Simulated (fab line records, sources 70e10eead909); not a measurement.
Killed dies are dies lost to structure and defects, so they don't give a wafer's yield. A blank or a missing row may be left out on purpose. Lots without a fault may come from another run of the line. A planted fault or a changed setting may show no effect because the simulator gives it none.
Which tool did it? | flow nand_harc | 12 lots, 36 wafers sampled, at 1 step of a route of 1302

WHAT THE GAUGES READ, wafer by wafer
NHARC_A_ONON_D1_THK_MEAS_21: measures by ellipsometry.
lot  | measured     | on            | thk_nm (nm)
L075 | day 8 15:19  | film_metro-01 | 990 988 991
L077 | day 9 16:07  | film_metro-02 | 1005 1004 1003
L079 | day 10 09:28 | film_metro-02 | 998 996 996
L081 | day 11 00:57 | film_metro-02 | 989 990 989
L083 | day 12 04:59 | film_metro-01 | 1003 1006 1003
L085 | day 12 21:23 | film_metro-02 | 1000 1003 998
L088 | day 14 02:46 | film_metro-01 | 994 995 996
L089 | day 14 08:09 | film_metro-02 | 1017 1017 1018
L091 | day 14 23:22 | film_metro-02 | 1006 1005 1007
L093 | day 15 18:18 | film_metro-01 | 987 987 988
L095 | day 16 18:03 | film_metro-01 | 994 993 995
L097 | day 18 01:59 | film_metro-02 | 994 989 991

WHICH TOOL RAN EACH LOT (tool, then ch and the chambers of the sampled wafers, then the start)
The record holds no process step before these readings.

THE ANSWER, worked out from the rows above alone
Rule: what is usual is taken from the lots themselves. Put in order of their means at a reading, lots are off if they are a third of the lots or fewer, leave a main group of 4 or more, and stand apart from it by a gap of 3 or more times the standard deviation of the main group's means; of several such gaps the widest counts. A main group whose means are all the same, to the digits that the tables above print for the reading, isn't used. A lot without any number at a reading at which 4 lots or more have one is off too. The other lots that the step has rows for count as sound.
No lot is off at any reading shown: from this, nothing can be told.

WHAT THE SIMULATOR HAD PUT IN
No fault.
